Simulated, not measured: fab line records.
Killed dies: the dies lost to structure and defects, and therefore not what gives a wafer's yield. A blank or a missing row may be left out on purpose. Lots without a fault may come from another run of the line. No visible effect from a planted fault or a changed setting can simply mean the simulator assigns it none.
Struck lot and sound lot, side by side	flow nand_harc	31 out of 1159 route steps
Sound: these wafers, L405.1, L405.2, L405.3. Wafers struck: L404.4, L404.6. The cause is named last.
At each step with rows: each side's tool, then ch and its chambers, then its first start. Under that, the readings that differ: sound wafers	struck wafers	difference of the means	sigmas: that difference in standard deviations of wafers without a fault.
alike: readings whose means differ by less than 2 such deviations, and words and numbers that are the same on both sides. not compared: withheld readings, readings that some wafer has no value for, bounds like >300 that may hide the same value, and numbers for which the record gives no deviation and whose values overlap.
Wherever a step has rows on one side only, a row that says differs or no value, or a row with sigmas, the two part there. Numbers that don't overlap but have no deviation are shown without sigmas and don't part them. A reading that every wafer of one side lacks parts them only if that side has two wafers or more.

first, 2 steps without rows for these wafers: NHARC_A_CHANNEL_HOLE_D1_PEB_08 (peb time 65 s); NHARC_A_CHANNEL_HOLE_D1_DEVELOP_09 (develop time 35 s).
NHARC_A_CHANNEL_HOLE_D1_CD_MEAS_10: the cd target is 100 nm.
  sound on cd_sem-03 ch 0, day 13 02:47; struck on cd_sem-01 ch 0, day 13 03:05
reading	sound	struck	difference	sigmas
cd_nm (nm)	100.2 99.7 99.6	101.0 100.6	+1.0	+2
NHARC_A_CHANNEL_HOLE_D1_OVL_MEAS_11:
  struck on overlay-01, day 13 03:10; sound on overlay-01, day 13 02:53
reading	sound	struck	difference	sigmas
overlay_x_nm (nm)	1.2 1.6 2.0	-0.4 0.0	-1.8	-2
  alike: overlay_y_nm
NHARC_A_CHANNEL_HOLE_D1_INSPECT_12:
  struck on defect_inspect-01, day 13 03:12; sound on defect_inspect-02, day 13 02:55
  alike: raw_defect_count
  not compared: hold
NHARC_A_CHANNEL_HOLE_D1_DESCUM_15: chemistry O2, time 3 s.
  sound on rie_diel-10 ch 0,1,2, day 13 02:58; struck on rie_diel-03 ch 0,3, day 13 03:16
  alike: drypump_motor_current_A, oes_product_au, rf_vpp_V, showerhead_plenum_p_Torr, throttle_valve_pct
  not compared: hold, rf_hours_counter_h
then, 4 steps without rows for these wafers: NHARC_A_CHANNEL_HOLE_D1_ETCH_38 (etches the open film in CF4, target depth 39 nm, time 65 s); NHARC_A_CHANNEL_HOLE_D1_ETCH_39 (etches the open film in N2/H2, target depth 260 nm, time 325 s); NHARC_A_CHANNEL_HOLE_D1_ETCH_34 (etches the open film in CF4/CHF3, target depth 154 nm, time 77 s); NHARC_A_CHANNEL_HOLE_D1_ETCH_16 (etches the open film in O2/COS, target depth 3100 nm, time 806 s).
NHARC_A_CHANNEL_HOLE_D1_CD_MEAS_18:
  struck on cd_sem-02, day 13 04:22; sound on cd_sem-02, day 13 04:05
  alike: cd_nm
then, 1 step without rows for these wafers: NHARC_A_CHANNEL_HOLE_D1_ETCH_19 (etches the open film in C4F8/O2/Ar, time 34.5 s).
NHARC_A_CHANNEL_HOLE_D1_ETCH_20: etches the open film in C4F8/O2/Ar, time 361.9 s, target depth 1600 nm.
  sound on har_etch-02 ch 0,1, day 13 04:16; struck on har_etch-01 ch 1, day 13 05:55
  alike: drypump_motor_current_A, showerhead_plenum_p_Torr, throttle_valve_pct
  not compared: rf_hours_counter_h
then, 1 step without rows for these wafers: NHARC_A_CHANNEL_HOLE_D1_ETCH_21 (etches the open film in C4F8/O2/Ar, time 514.3 s, target depth 1600 nm).
NHARC_A_CHANNEL_HOLE_D1_ETCH_22: etches the open film in C4F8/O2/Ar, time 666.7 s, target depth 1600 nm.
  sound on har_etch-02 ch 0,1, day 13 05:01; struck on har_etch-01 ch 1, day 13 06:47
  alike: drypump_motor_current_A, showerhead_plenum_p_Torr, throttle_valve_pct
  not compared: rf_hours_counter_h
then, 1 step without rows for these wafers: NHARC_A_CHANNEL_HOLE_D1_ETCH_23 (etches the open film in C4F8/O2/Ar, time 819 s, target depth 1600 nm).
NHARC_A_CHANNEL_HOLE_D1_ETCH_24: etches the open film in C4F8/O2/Ar, time 906.2 s, target depth 1500 nm.
  sound on har_etch-02 ch 0,1, day 13 06:17; struck on har_etch-01 ch 1, day 13 08:08
  alike: drypump_motor_current_A, showerhead_plenum_p_Torr, throttle_valve_pct
  not compared: rf_hours_counter_h
NHARC_A_CHANNEL_HOLE_D1_ETCH_25: etches the open film in C4F8/O2/Ar, time 1040.2 s, target depth 1500 nm.
  sound on har_etch-02 ch 0,1, day 13 07:03; struck on har_etch-01 ch 1, day 13 08:58
  alike: drypump_motor_current_A, showerhead_plenum_p_Torr, throttle_valve_pct
  not compared: rf_hours_counter_h
then, 6 steps without rows for these wafers: NHARC_A_CHANNEL_HOLE_D1_ETCH_26 (etches the open film in C4F8/O2/Ar, time 224.1 s, target depth 300 nm); NHARC_A_CHANNEL_HOLE_D1_ETCH_33 (etches the open film in C4F8/O2/Ar, time 90 s, target depth 400 nm); NHARC_A_CHANNEL_HOLE_D1_STRIP_41 (strips in N2/H2); NHARC_A_CHANNEL_HOLE_D1_STRIP_42 (strips in CF4/CHF3); NHARC_A_CHANNEL_HOLE_D1_STRIP_43 (strips in O2/COS); NHARC_A_CHANNEL_HOLE_D1_ETCH_44 (etches the open film in CF4/O2, target depth 140 nm, overetch 14 nm, time 77 s).
NHARC_A_CHANNEL_HOLE_D1_STRIP_27: strips in O2.
  sound on rie_diel-11 ch 0,2,3; struck on rie_diel-10 ch 1
reading	sound	struck	difference	sigmas
drypump_motor_current_A (A)	6.06 6.07 5.89	5.20 5.20	-0.81	-4
  alike: oes_product_au, rf_vpp_V, showerhead_plenum_p_Torr, throttle_valve_pct
  not compared: rf_hours_counter_h
then, 2 steps without rows for these wafers: NHARC_A_CHANNEL_HOLE_D1_PRECLEAN_28 (cleans in SC1); NHARC_A_CHANNEL_HOLE_D1_SRD_29.
NHARC_A_CHANNEL_HOLE_D1_CD_MEAS_30:
  struck on cd_sem-03, day 13 11:09; sound on cd_sem-02, day 13 09:41
  alike: cd_nm
NHARC_A_CHANNEL_HOLE_D1_XSEM_31:
  sound on xsem-02 ch 0, day 13 09:47; struck on xsem-01 ch 0
reading	sound	struck	difference	sigmas
bot_cd_nm (nm)	72.9 71.3 71.8	77.0 74.9	+4.0	+4
bow_nm (nm)	8.5 8.4 8.5	- -	no value on the struck wafers	
  alike: tilt_deg
NHARC_A_CHANNEL_HOLE_D1_INSPECT_40:
  struck on defect_inspect-01, day 13 20:37; sound on defect_inspect-02, day 13 09:52
  alike: raw_defect_count
after that, 1 step had no rows for these wafers: NHARC_END_SORT_01.

WHERE THEY PART
At NHARC_A_CHANNEL_HOLE_D1_CD_MEAS_10 first; at NHARC_A_CHANNEL_HOLE_D1_XSEM_31 last (within this record only). Later steps at which nothing parts them and some readings are alike: NHARC_A_CHANNEL_HOLE_D1_INSPECT_40.

WHY: the cause the simulator had injected
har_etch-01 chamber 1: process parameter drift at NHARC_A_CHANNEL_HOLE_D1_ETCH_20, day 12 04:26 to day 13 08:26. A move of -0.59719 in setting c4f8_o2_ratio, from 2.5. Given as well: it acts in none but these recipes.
